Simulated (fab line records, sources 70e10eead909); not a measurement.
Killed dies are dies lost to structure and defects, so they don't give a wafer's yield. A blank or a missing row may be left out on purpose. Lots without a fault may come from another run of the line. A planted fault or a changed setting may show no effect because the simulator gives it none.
A struck lot beside a sound one | flow nand_harc | 18 steps out of a route of 1302
Sound: wafers L971.2, L971.4, L971.6. Struck: wafers L981.1, L981.2, L981.4. The cause comes at the end.
At each step with rows: each side's tool, then ch and its chambers, then its first start. Under that, the readings that differ: sound wafers | struck wafers | difference of the means | sigmas: that difference in standard deviations of wafers without a fault.
alike: readings whose means differ by less than 2 such deviations, and words and numbers that are the same on both sides. not compared: withheld readings, readings that some wafer has no value for, bounds like >300 that may hide the same value, and numbers for which the record gives no deviation and whose values overlap.
The two part at a step that has a row with sigmas, a row that says differs or no value, or rows on one side only. Numbers that don't overlap but have no deviation are shown without sigmas and don't part them. A reading that every wafer of one side lacks parts them only if that side has two wafers or more.

NHARC_P_ZERO_WELL_CD_MEAS_24: target cd 720 nm.
  sound on cd_sem-01 ch 0, day 2 18:37; struck on cd_sem-03 ch 0, day 6 22:37
  alike: cd_nm
then, 1 step without rows for these wafers: NHARC_P_ZERO_WELL_HARDBAKE_25 (time 80 s).
NHARC_P_ZERO_WELL_DESCUM_26: chemistry O2, time 3 s.
  sound on rie_diel-10 ch 0,1, day 2 18:47; struck on rie_diel-10 ch 0,1,2, day 6 22:47
  alike: drypump_motor_current_A, oes_product_au, rf_vpp_V, showerhead_plenum_p_Torr, throttle_valve_pct
  not compared: rf_hours_counter_h
then, 9 steps without rows for these wafers: NHARC_P_ZERO_WELL_IMPLANT_27; NHARC_P_ZERO_WELL_IMPLANT_57; NHARC_P_ZERO_WELL_IMPLANT_58; NHARC_P_ZERO_WELL_STRIP_28 (strips in SPM, time 840 s); NHARC_P_ZERO_WELL_DEHYDRATE_29 (time 120 s); NHARC_P_ZERO_WELL_HMDS_30 (time 30 s); NHARC_P_ZERO_WELL_COAT_31; NHARC_P_ZERO_WELL_SOFTBAKE_32 (time 95 s); NHARC_P_ZERO_WELL_EBR_33.
NHARC_P_ZERO_WELL_EXPOSE_34: exposes mask P PWELL, target cd 720 nm.
  sound on krf_scanner-02 ch 0, day 2 20:07; struck on krf_scanner-03 ch 0, day 6 23:59
  reading | sound                         | struck                        | difference | sigmas
  mask    | P_PWELL#0 P_PWELL#0 P_PWELL#0 | P_NWELL#0 P_NWELL#0 P_NWELL#0 | differs    |
then, 2 steps without rows for these wafers: NHARC_P_ZERO_WELL_PEB_35 (peb time 85 s); NHARC_P_ZERO_WELL_DEVELOP_36 (time 70 s).
NHARC_P_ZERO_WELL_CD_MEAS_37: target cd 720 nm.
  sound on cd_sem-03 ch 0, day 2 20:16; struck on cd_sem-03 ch 0, day 7 00:08
  reading    | sound             | struck | difference                    | sigmas
  cd_nm (nm) | 717.2 718.7 719.9 | - - -  | no value on the struck wafers |
then, 1 step without rows for these wafers: NHARC_P_ZERO_WELL_HARDBAKE_38 (time 80 s).
-- the record jumps here: 23 days lie between the struck wafers' starts before and after (it left off in module P_ZERO_WELL and takes up again in module END, whose first step shown is number 1302 of the route) --
NHARC_END_SORT_01:
  the record has rows for the struck wafers here (prober-02 ch 0, day 29 13:07) and none for the sound ones

WHERE THEY PART
First at NHARC_P_ZERO_WELL_EXPOSE_34; last, within this record, at NHARC_END_SORT_01.

WHY: what the simulator had put in
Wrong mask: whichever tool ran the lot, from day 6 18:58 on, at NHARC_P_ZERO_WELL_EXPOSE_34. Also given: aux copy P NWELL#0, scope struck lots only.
